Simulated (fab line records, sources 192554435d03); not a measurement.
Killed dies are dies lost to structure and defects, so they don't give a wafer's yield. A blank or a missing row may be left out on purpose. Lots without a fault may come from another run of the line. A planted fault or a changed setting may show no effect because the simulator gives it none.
Chamber matching | flow n5_finfet | N5_BEOL_M4_ALD_84 on ald_metal-01: 4 sister chambers
The step deposits TaN, pulse time 2 s, purge time 3 s, co reactant purge time 2 s. 4 wafers are shown with their chamber, then 9 later ones without.

WAFERS WITH THEIR CHAMBER
wafer  | chamber | heater_power_w (W)
L083.2 | 0       | 403
L083.4 | 2       | 403
L082.4 | 3       | 409
L082.6 | 1       | 317

WAFERS WITHOUT THEIR CHAMBER
wafer  | heater_power_w (W)
L085.2 | 394
L085.3 | 404
L085.6 | 395
L092.1 | 402
L092.2 | 393
L092.5 | 397
L093.1 | 410
L093.3 | 325
L093.4 | 394

WHICH CHAMBER EACH WENT THROUGH
wafer  | from the rows above          | in truth
L085.2 | can't be placed: 0 or 2 or 3 | 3
L085.3 | can't be placed: 0 or 2 or 3 | 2
L085.6 | can't be placed: 0 or 2 or 3 | 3
L092.1 | can't be placed: 0 or 2 or 3 | 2
L092.2 | can't be placed: 0 or 2 or 3 | 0
L092.5 | can't be placed: 0 or 2 or 3 | 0
L093.1 | can't be placed: 3 or 0 or 2 | 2
L093.3 | 1                            | 1
L093.4 | can't be placed: 0 or 2 or 3 | 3
Placed correctly: 1 of 9. Can't be placed from these rows: 8 (the true chamber is among the candidates in 8). Placed wrongly: 0.
How it was worked out, from the rows above alone: a wafer's distance from a chamber is the root of the sum, over the readings, of the square of ((its reading less the chamber's mean) divided by the reading's scatter). The wafer belongs to the nearest chamber; if the next one is less than 2 further off, it can't be placed. A chamber's mean is the mean of its shown wafers. The scatter: with one shown wafer a chamber, the root of the mean of the squares of how far each hidden wafer lies from its nearest shown one.
